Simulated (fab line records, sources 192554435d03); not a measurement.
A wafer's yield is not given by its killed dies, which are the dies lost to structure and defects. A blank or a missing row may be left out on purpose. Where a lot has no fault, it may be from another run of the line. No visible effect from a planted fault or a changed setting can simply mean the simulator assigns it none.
Matching of chambers :: flow n5 finfet :: N5_FIN_SAQP_FIN_ETCH_36 on rie si-02: 4 sister chambers
The step etches the open film in HBr/Cl2/O2, target depth 120 nm, time 50.4 s. 8 wafers are shown with their chamber, then 7 later ones without.

== WAFERS PAIRED WITH THEIR CHAMBERS ==
wafer: L077.6
chamber: 2
throttle valve pct (%): 36.3
oes product au (a.u.): 0.985

wafer: L078.1
chamber: 2
throttle valve pct (%): 36.2
oes product au (a.u.): 1.005

wafer: L078.6
chamber: 3
throttle valve pct (%): 35.7
oes product au (a.u.): 0.979

wafer: L080.4
chamber: 3
throttle valve pct (%): 35.7
oes product au (a.u.): 0.984

wafer: L087.5
chamber: 1
throttle valve pct (%): 35.6
oes product au (a.u.): 0.974

wafer: L087.6
chamber: 0
throttle valve pct (%): 35.7
oes product au (a.u.): 0.994

wafer: L090.4
chamber: 0
throttle valve pct (%): 35.8
oes product au (a.u.): 0.979

wafer: L090.5
chamber: 1
throttle valve pct (%): 35.6
oes product au (a.u.): 0.968

== WAFERS WHOSE CHAMBER IS MISSING ==
wafer: L090.6
throttle valve pct (%): 35.7
oes product au (a.u.): 0.979

wafer: L093.2
throttle valve pct (%): 35.7
oes product au (a.u.): 0.979

wafer: L093.4
throttle valve pct (%): 35.7
oes product au (a.u.): 0.986

wafer: L093.5
throttle valve pct (%): 36.3
oes product au (a.u.): 0.994

wafer: L096.2
throttle valve pct (%): 36.2
oes product au (a.u.): 1.001

wafer: L096.4
throttle valve pct (%): 35.7
oes product au (a.u.): 0.979

wafer: L096.5
throttle valve pct (%): 36.3
oes product au (a.u.): 1.002

== CHAMBER TAKEN BY EACH ==
wafer: L090.6
from the rows above: can't be placed: 3 or 0 or 1
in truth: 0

wafer: L093.2
from the rows above: can't be placed: 3 or 0 or 1
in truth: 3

wafer: L093.4
from the rows above: can't be placed: 3 or 0
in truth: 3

wafer: L093.5
from the rows above: 2
in truth: 2

wafer: L096.2
from the rows above: 2
in truth: 2

wafer: L096.4
from the rows above: can't be placed: 3 or 0 or 1
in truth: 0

wafer: L096.5
from the rows above: 2
in truth: 2
Placed correctly: 3 of 7. Unplaceable from these rows: 4, with the true chamber sitting among the candidates in 4. 0 placed wrongly.
How it was worked out, from the rows above alone: a wafer's distance from a chamber is the root of the sum, over the readings, of the square of ((its reading less the chamber's mean) divided by the reading's scatter). The wafer belongs to the nearest chamber; if the next one is less than 2 further off, it can't be placed. The mean given for a chamber averages the wafers shown for that chamber. The scatter: the root of (the sum of the squares of (reading less its chamber's mean) over the shown wafers, divided by (wafers less chambers)).
